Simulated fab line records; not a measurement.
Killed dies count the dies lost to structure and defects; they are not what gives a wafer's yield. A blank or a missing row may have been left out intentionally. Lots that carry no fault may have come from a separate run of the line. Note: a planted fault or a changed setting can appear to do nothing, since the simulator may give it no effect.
A struck lot beside a sound one -- flow n5 finfet -- 16 out of 1938 route steps
Sound: wafers L295.1, L295.3, L295.6. Struck: wafer L301.5 (L301.4, L301.6, from the same lot, were not struck and are left out); the cause is given at the end.
At each step with rows: each side's tool, then ch and its chambers, then its first start. Under that, the readings that differ: sound wafers -- struck wafers -- difference of the means -- sigmas: that difference in standard deviations of wafers without a fault.
alike: readings whose means differ by less than 2 such deviations, and words and numbers that are the same on both sides. not compared: withheld readings, readings that some wafer has no value for, bounds like >300 that may hide the same value, and numbers for which the record gives no deviation and whose values overlap.
A row with sigmas, a row that says differs or no value, or rows on one side alone: a step with any of these is where the two part. Numbers that have no deviation but don't overlap get no sigmas and don't part them. Lack of a reading on every wafer of one side parts them only where that side has two or more wafers.

N5_SDB_OVL_MEAS_12:
  sound on overlay-01 ch 0, day 5 19:38; struck on overlay-02 ch 0, day 7 06:32
  alike: SDB_OVL
N5_SDB_INSPECT_13: inspects for defects (brightfield).
  sound on defect inspect-02, day 5 19:39; struck on defect inspect-01, day 7 06:34
  alike: raw defect count
N5_SDB_DESCUM_16: chemistry O2, time 7.9 s.
  sound on rie diel-06 ch 0,2, day 5 19:46; struck on rie diel-03 ch 1, day 7 06:36
reading,sound,struck,difference,sigmas
showerhead plenum p Torr (Torr),2.11 2.09 2.09,2.23,+0.13,+2
throttle valve pct (%),20.51 20.83 20.82,20.10,-0.62,-2
  alike: drypump motor current A, oes product au, rf fwd power W, rf vpp V
  not compared: rf hours counter h
then, 1 step without rows for these wafers: N5_SDB_ETCH_17 (etches SiARC in CF4, target depth 23.4 nm, time 39 s).
N5_SDB_ETCH_18: etches SOC in N2/H2, target depth 100 nm, overetch 20 nm, time 150 s.
  sound on rie diel-06 ch 0,2, day 5 19:50; struck on rie diel-03 ch 1, day 7 06:40
reading,sound,struck,difference,sigmas
showerhead plenum p Torr (Torr),2.56 2.53 2.53,2.70,+0.16,+2
throttle valve pct (%),17.8 18.1 18.1,17.4,-0.6,-2
  alike: drypump motor current A, h2 flow sccm, oes product au, rf fwd power W, rf vpp V
  not compared: rf hours counter h
then, 1 step without rows for these wafers: N5_SDB_STRIP_19 (strips in N2/H2).
N5_SDB_STRIP_21: strips in CF4.
  sound on rie diel-06 ch 0,2, day 5 19:58; struck on rie diel-03 ch 1, day 7 06:49
reading,sound,struck,difference,sigmas
oes product au (a.u.),0.77 0.75 0.76,0.91,+0.15,+2
showerhead plenum p Torr (Torr),1.81 1.80 1.80,1.90,+0.10,+2
throttle valve pct (%),13.63 13.98 14.00,13.22,-0.65,-2
  alike: drypump motor current A, rf fwd power W, rf vpp V
  not compared: rf hours counter h
N5_SDB_HM_OPEN_20: chemistry CH3F/O2, target SiNx, stops on poly-Si, target depth 24 nm.
  sound on rie diel-06 ch 0,2, day 5 19:59; struck on rie diel-03 ch 1, day 7 06:50
reading,sound,struck,difference,sigmas
oes_o_777_au (a.u.),0.78 0.76 0.76,0.91,+0.14,+2
showerhead plenum p Torr (Torr),2.01 2.01 2.01,2.13,+0.12,+2
throttle valve pct (%),16.36 16.79 16.79,15.98,-0.67,-2
  alike: drypump motor current A, oes_ar_750_au, oes product au, rf fwd power W, rf vpp V
  not compared: rf hours counter h
then, 3 steps without rows for these wafers: N5_SDB_STRIP_22 (strips in N2/H2); N5_SDB_PRECLEAN_23 (cleans in dHF, time 30 s); N5_SDB_DUMMY_REMOVE_24 (chemistry TMAH, target poly-Si, stops on SiO2, target depth 142 nm, time 57 s, rinse time 30 s).
N5_SDB_ETCH_25: etches SiO2 in C4F6/O2, target depth 10 nm, time 3.3 s.
  sound on rie diel-06 ch 0,2,3, day 5 20:18; struck on rie diel-06 ch 3, day 7 07:23
  alike: drypump motor current A, oes_ar_750_au, oes_o_777_au, oes product au, rf fwd power W, rf vpp V, showerhead plenum p Torr, throttle valve pct
  not compared: rf hours counter h
N5_SDB_CUT_ETCH_26: etches Si in HBr/Cl2/O2, target depth 129.6 nm, bt time 20 s, time 51.8 s.
  sound on rie si-01 ch 0,1,2, day 5 20:23; struck on rie si-02 ch 0, day 7 07:29
reading,sound,struck,difference,sigmas
drypump motor current A (A),6.1 6.0 5.9,5.1,-0.9,-2
oes_o_777_au (a.u.),1.01 1.03 1.02,1.56,+0.54,+16
model.etch.depth nm (nm),129.9 131 129.6,141.2,+11.0,
model.SDB.feature depth nm (nm),129.8 131 129.6,141.2,+11.1,
  alike: oes product au, throttle valve pct
  not compared: rf fwd power W, rf hours counter h, model.SiNx_of_SDB_HM_DEP_00.thk nm
N5_SDB_PRECLEAN_38: cleans in dHF, time 10 s.
  sound on wet bench-03 ch 0,1,5, day 5 20:30; struck on wet bench-01 ch 5, day 7 07:35
  not compared: model.SiNx_of_SDB_HM_DEP_00.thk nm
then, 1 step without rows for these wafers: N5_SDB_PRECLEAN_39 (cleans in O3/DIW, time 45 s).
-- the record jumps here: 5 days lie between the struck wafers' starts before and after (it left off in module SDB and takes up again in module BEOL_M4, whose first step shown is number 1111 of the route) --
N5_BEOL_M4_RC_MEAS_101:
  sound on prober-01 ch 0, day 11 07:55; struck on prober-02 ch 0, day 12 13:22
  alike: DIBL_N, DIBL_P, IOFF_N, IOFF_P, ION_N, ION_P, SS_N, SS_P, VT_N, VT_P

WHERE THEY PART
Last at N5_SDB_CUT_ETCH_26 as far as this record goes, first at N5_SDB_DESCUM_16. Later steps at which nothing parts them and some readings are alike: N5_BEOL_M4_RC_MEAS_101.

WHY: the cause the simulator had injected
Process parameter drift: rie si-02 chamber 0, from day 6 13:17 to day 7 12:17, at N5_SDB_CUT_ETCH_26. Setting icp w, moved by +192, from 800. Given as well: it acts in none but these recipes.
